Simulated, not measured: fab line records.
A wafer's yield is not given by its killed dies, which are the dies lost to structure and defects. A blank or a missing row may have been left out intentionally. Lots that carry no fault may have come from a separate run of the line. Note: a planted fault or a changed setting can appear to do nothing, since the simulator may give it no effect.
8D (eight disciplines) problem report, filled in by code / flow nand-harc / the parts of the form that need people (team, actions taken, sign-off) are left out

## 1. THE ISSUE
defect-limited-yield at NHARC_END_SORT_01 reads a mean of 0 % on 1 wafer of 1 lot; wafers without a fault read 91 % with a standard deviation of 3.1. That puts it -29 standard deviations away from the usual mean.
First seen on wafer L836.5, day 29 04:35, on prober-01. The record holds 3 wafers of 1 lot with a number at this step. Rule for "out" (also "out of limits"): further than 4 standard deviations from the usual mean. All remaining wafers that have a number are taken as sound.

## 2. WHAT IT IS, WHAT IT ISN'T
question=which readings at this step; is=defect-limited-yield, killed-at-array, killed-dies; is not=killed-at-other, killed-at-periphery, killed-open, killed-short
question=which lots; is=L836; is not=-
question=which wafers of those lots; is=L836.5; is not=L836.1, L836.4
question=read on which gauges; is=prober-01; is not=-
question=when; is=from day 29 04:35; is not=up to then (2 sound wafers)

## 3. THE SUSPECTS, EACH WITH WHAT RULES IT OUT
Counting: a tool at a process step up to the reading stays a suspect if it ran every lot that is out. Sound lots after the first of them don't rule it out here, since some wafers of a struck lot are sound.
- the gauge at NHARC_END_SORT_01: kept. All the wafers that are out were read on prober-01, and no step on other tools shows them out.
- pvd-sputter-01 at NHARC_A_M1_PVD_21 (deposits Cu, target thk 30 nm, time 20.49 s): kept. It ran the lot that is out, L836 (day 27 14:31).
- plasma-asher-02 at NHARC_THIN_TSV_STRIP_45 (strips in O2): kept. It ran the lot that is out, L836 (day 28 10:49).
- rie-metal-02 at NHARC_THIN_TSV_ETCH_36 (etches the open film in Cl2/BCl3, target depth 65 nm, time 18.571 s): kept. It ran the lot that is out, L836 (day 28 16:18).
Left after counting: pvd-sputter-01 at NHARC_A_M1_PVD_21, plasma-asher-02 at NHARC_THIN_TSV_STRIP_45, rie-metal-02 at NHARC_THIN_TSV_ETCH_36, prober-01 at NHARC_END_SORT_01.

## 4. THE CAUSE (what the simulator had put in)
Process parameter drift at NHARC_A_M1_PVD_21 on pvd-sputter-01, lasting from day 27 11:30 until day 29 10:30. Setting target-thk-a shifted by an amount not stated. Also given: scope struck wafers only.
After counting, 4 suspects remain, this tool included.

## 5. SEQUENCE OF EFFECTS, ordered by route
One row per reading whose mean, taken over the struck wafers that have a number, lies over 3 standard deviations from the usual. Only readings whose record carries a usual standard deviation are examined. hours: median over the lots of the time between each lot's start at the first step of this table that gives one and its start at this step. sigmas: the change, counted in usual standard deviations.
hours=0; step=NHARC_END_SORT_01; reading=defect-limited-yield; usual=91 %; on struck wafers=0; change=-91; sigmas=-29
hours=0; step=NHARC_END_SORT_01; reading=killed-at-array; usual=59; on struck wafers=675; change=+616; sigmas=+29
hours=0; step=NHARC_END_SORT_01; reading=killed-dies; usual=64; on struck wafers=677; change=+613; sigmas=+29

## 6. HOW IT WOULD HAVE BEEN CAUGHT EARLIER
Counted from the fault's start at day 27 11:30, it took 41 hours until the first out-of-limits reading at a measuring or inspecting step in this record, taken at day 29 04:35.
Tool readings at NHARC_A_M1_PVD_21 with a usual standard deviation given in the record: none out on any struck wafer, hence no alarm at a limit of 4 standard deviations on them.
By day 29 04:35 the whole set of lots that are out, 1 in number, had already begun NHARC_A_M1_PVD_21 on pvd-sputter-01. None of them would have been spared by holding the tool at that moment.
